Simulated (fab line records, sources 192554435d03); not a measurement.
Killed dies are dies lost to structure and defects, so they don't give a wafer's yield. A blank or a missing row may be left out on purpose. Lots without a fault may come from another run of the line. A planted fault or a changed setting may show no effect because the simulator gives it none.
Chamber matching | flow n5_finfet | N5_BEOL_M12_DEP_53 on pecvd-01: 3 sister chambers
The step deposits SiCN from 3MS/NH3, target thk 30 nm, time 10.5 s. 3 wafers are shown with their chamber, then 10 later ones without.

WAFERS WITH THEIR CHAMBER
wafer  | chamber | showerhead_vpp_V (V)
L089.4 | 1       | 1665
L088.2 | 0       | 1543
L088.5 | 2       | 1618

WAFERS WITHOUT THEIR CHAMBER
wafer  | showerhead_vpp_V (V)
L088.6 | 1688
L090.1 | 1687
L090.2 | 1568
L090.6 | 1620
L094.1 | 1662
L094.5 | 1627
L094.6 | 1699
L097.1 | 1580
L097.3 | 1616
L097.5 | 1583

WHICH CHAMBER EACH WENT THROUGH
wafer  | from the rows above     | in truth
L088.6 | 1                       | 1
L090.1 | 1                       | 1
L090.2 | can't be placed: 0 or 2 | 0
L090.6 | can't be placed: 2 or 1 | 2
L094.1 | can't be placed: 1 or 2 | 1
L094.5 | can't be placed: 2 or 1 | 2
L094.6 | 1                       | 1
L097.1 | can't be placed: 0 or 2 | 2
L097.3 | 2                       | 2
L097.5 | can't be placed: 2 or 0 | 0
Placed correctly: 4 of 10. Can't be placed from these rows: 6 (the true chamber is among the candidates in 6). Placed wrongly: 0.
How it was worked out, from the rows above alone: a wafer's distance from a chamber is the root of the sum, over the readings, of the square of ((its reading less the chamber's mean) divided by the reading's scatter). The wafer belongs to the nearest chamber; if the next one is less than 2 further off, it can't be placed. A chamber's mean is the mean of its shown wafers. The scatter: with one shown wafer a chamber, the root of the mean of the squares of how far each hidden wafer lies from its nearest shown one.
